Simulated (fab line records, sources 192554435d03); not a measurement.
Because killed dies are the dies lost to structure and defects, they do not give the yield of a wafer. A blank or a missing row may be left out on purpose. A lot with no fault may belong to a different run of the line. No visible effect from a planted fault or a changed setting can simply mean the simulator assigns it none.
Matching of chambers    flow n5Finfet    rieDiel-02 running N5_BEOL_M3_ETCH_74: 4 sister chambers
The step etches underlayer in N2/H2, target depth 6.5 nm, time 5.2 s. 18 wafers are shown with their chamber, then 9 later ones without.

WAFERS, EACH WITH ITS CHAMBER
wafer   chamber  showerheadPlenumPTorr (Torr)  drypumpMotorCurrentA (A)  throttleValvePct (%)
L074.1  2        2.51                          5.5                       17.79
L074.2  1        2.43                          6.1                       17.65
L074.3  0        2.59                          5.4                       18.04
L074.4  3        2.51                          5.7                       18.17
L074.5  1        2.44                          6.1                       17.65
L074.6  2        2.51                          5.5                       17.79
L075.1  3        2.51                          5.7                       18.19
L075.2  2        2.51                          5.5                       17.79
L075.6  2        2.51                          5.5                       17.79
L077.4  1        2.43                          6.0                       17.64
L077.5  3        2.51                          5.7                       18.19
L077.6  2        2.51                          5.5                       17.79
L080.2  0        2.59                          5.4                       17.65
L080.4  2        2.51                          5.5                       17.81
L080.5  1        2.43                          6.1                       17.66
L081.1  1        2.43                          6.0                       17.68
L081.2  0        2.59                          5.4                       17.67
L081.6  3        2.51                          5.7                       18.19

SIGNATURES (averages over the wafers above)
reading                chamber 0  chamber 1  chamber 2  chamber 3  scatter within a chamber
showerheadPlenumPTorr  2.5900     2.4320     2.5100     2.5100     0.00239
drypumpMotorCurrentA   5.400      6.060      5.500      5.700      0.0293
throttleValvePct       17.7867    17.6560    17.7933    18.1850    0.0837
Rule: distance of a wafer from a chamber = root of the sum over the readings of ((wafer's reading minus chamber's mean) / reading's scatter) squared. The wafer belongs to the nearest chamber; if the next one is less than 2 further off, it can't be placed. The scatter is the square root of a quotient: the sum, over the shown wafers, of each reading's squared deviation from its chamber's mean, divided by wafers minus chambers.

WAFERS WITHOUT THEIR CHAMBER
wafer   showerheadPlenumPTorr (Torr)  drypumpMotorCurrentA (A)  throttleValvePct (%)
L082.1  2.51                          5.5                       17.84
L082.2  2.59                          5.4                       17.67
L082.3  2.50                          5.7                       18.20
L082.4  2.43                          6.1                       17.67
L082.5  2.43                          6.0                       17.67
L082.6  2.59                          5.4                       17.68
L083.2  2.59                          5.4                       17.65
L083.3  2.50                          5.7                       18.20
L083.6  2.59                          5.4                       17.66

EACH ONE'S CHAMBER
wafer   from the rows above  in truth
L082.1  2                    2
L082.2  0                    0
L082.3  3                    3
L082.4  1                    1
L082.5  1                    1
L082.6  0                    0
L083.2  0                    0
L083.3  3                    3
L083.6  0                    0
Correct placement for 9 of the 9. Can't be placed from these rows: 0. 0 placed wrongly.
